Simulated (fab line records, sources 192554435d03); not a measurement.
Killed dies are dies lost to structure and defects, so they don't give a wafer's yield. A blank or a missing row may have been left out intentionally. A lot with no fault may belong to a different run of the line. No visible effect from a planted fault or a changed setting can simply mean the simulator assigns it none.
Chamber matching + flow n5 finfet + N5_BEOL_M5_VIA_ETCH_34 on rie diel-05: 4 sister chambers
The step etches SiCOH lowk in C4F6/O2, target depth 88.3 nm, time 39.2 s. 4 wafers are shown with their chamber, then 8 later ones without.

WAFERS PAIRED WITH THEIR CHAMBERS
| wafer  | chamber | drypump motor current A (A) |
|--------|---------|-----------------------------|
| L088.2 | 2       | 5.3                         |
| L088.3 | 0       | 6.7                         |
| L088.5 | 1       | 6.7                         |
| L085.2 | 3       | 4.9                         |

WAFERS WHOSE CHAMBER IS MISSING
| wafer  | drypump motor current A (A) |
|--------|-----------------------------|
| L085.4 | 6.7                         |
| L085.6 | 6.7                         |
| L092.2 | 6.7                         |
| L092.4 | 6.7                         |
| L092.6 | 6.7                         |
| L097.1 | 6.7                         |
| L097.3 | 5.3                         |
| L097.6 | 5.0                         |

THE CHAMBER EACH PASSED THROUGH
| wafer  | from the rows above     | in truth |
|--------|-------------------------|----------|
| L085.4 | can't be placed: 0 or 1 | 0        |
| L085.6 | can't be placed: 0 or 1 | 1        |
| L092.2 | can't be placed: 0 or 1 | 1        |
| L092.4 | can't be placed: 0 or 1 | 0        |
| L092.6 | can't be placed: 0 or 1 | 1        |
| L097.1 | can't be placed: 0 or 1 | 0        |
| L097.3 | 2                       | 2        |
| L097.6 | 3                       | 3        |
Correctly placed: 2 of 8. Cannot be placed on the basis of these rows: 6; the candidates contain the true chamber in 6. Wrongly placed: 0.
How it was worked out, from the rows above alone: a wafer's distance from a chamber is the root of the sum, over the readings, of the square of ((its reading less the chamber's mean) divided by the reading's scatter). The wafer belongs to the nearest chamber; if the next one is less than 2 further off, it can't be placed. A chamber's mean is the mean of its shown wafers. The scatter: root of mean squared gap, hidden wafer to nearest shown wafer, with one shown wafer a chamber.
